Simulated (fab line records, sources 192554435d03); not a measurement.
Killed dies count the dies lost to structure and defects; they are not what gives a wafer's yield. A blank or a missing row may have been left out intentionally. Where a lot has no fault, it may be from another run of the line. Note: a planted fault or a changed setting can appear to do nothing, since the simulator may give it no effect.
Chamber matching	flow n5_finfet	N5_BEOL_M5_CURE_79 on uv_cure-02 has 3 sister chambers
The step cures SiCOH lowk, time 240 s. 14 wafers are shown with their chamber, then 7 later ones without.

EACH WAFER AND ITS CHAMBER
wafer	chamber	lamp_power_pct (%)	wafer_temp_C_max
L076.1	1	52.34	386.8
L076.4	1	52.30	386.5
L076.6	1	52.38	386.0
L076.2	1	52.41	386.8
L076.3	1	52.38	386.5
L076.5	1	52.31	386.0
L075.1	2	52.26	386.3
L075.4	2	52.26	387.4
L075.5	2	52.30	386.9
L077.1	1	52.24	386.6
L077.4	1	52.31	386.5
L077.5	1	52.38	386.8
L078.1	0	52.25	386.7
L078.4	0	52.40	386.1

SIGNATURES (means of the wafers above)
reading	chamber 0	chamber 1	chamber 2	scatter within a chamber
lamp_power_pct	52.3250	52.3389	52.2733	0.0567
wafer_temp_C_max	386.400	386.500	386.867	0.377
Rule: a wafer's distance from a chamber is the root of the sum, over the readings, of the square of ((its reading less the chamber's mean) divided by the reading's scatter). If the next closest chamber is less than 2 further off than the closest, the wafer can't be placed; otherwise it belongs to the closest. How the scatter is found: for the shown wafers, subtract from each reading the mean of its chamber, square and add these, divide the total by (wafers less chambers), then take the root.

WAFERS WHOSE CHAMBER IS MISSING
wafer	lamp_power_pct (%)	wafer_temp_C_max
L078.6	52.32	386.1
L089.3	52.36	386.1
L089.4	52.25	386.9
L089.6	52.40	386.3
L096.2	52.30	385.8
L096.4	52.30	386.5
L096.6	52.32	386.8

WHICH CHAMBER EACH ONE RAN IN
wafer	from the rows above	in truth
L078.6	can't be placed: 0 or 1 or 2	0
L089.3	can't be placed: 0 or 1 or 2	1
L089.4	can't be placed: 2 or 0 or 1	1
L089.6	can't be placed: 1 or 0 or 2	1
L096.2	can't be placed: 0 or 1 or 2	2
L096.4	can't be placed: 0 or 1 or 2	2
L096.6	can't be placed: 2 or 1 or 0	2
0 of 7 placed correctly. Cannot be placed on the basis of these rows: 7; the candidates contain the true chamber in 7. Number placed wrongly: 0.
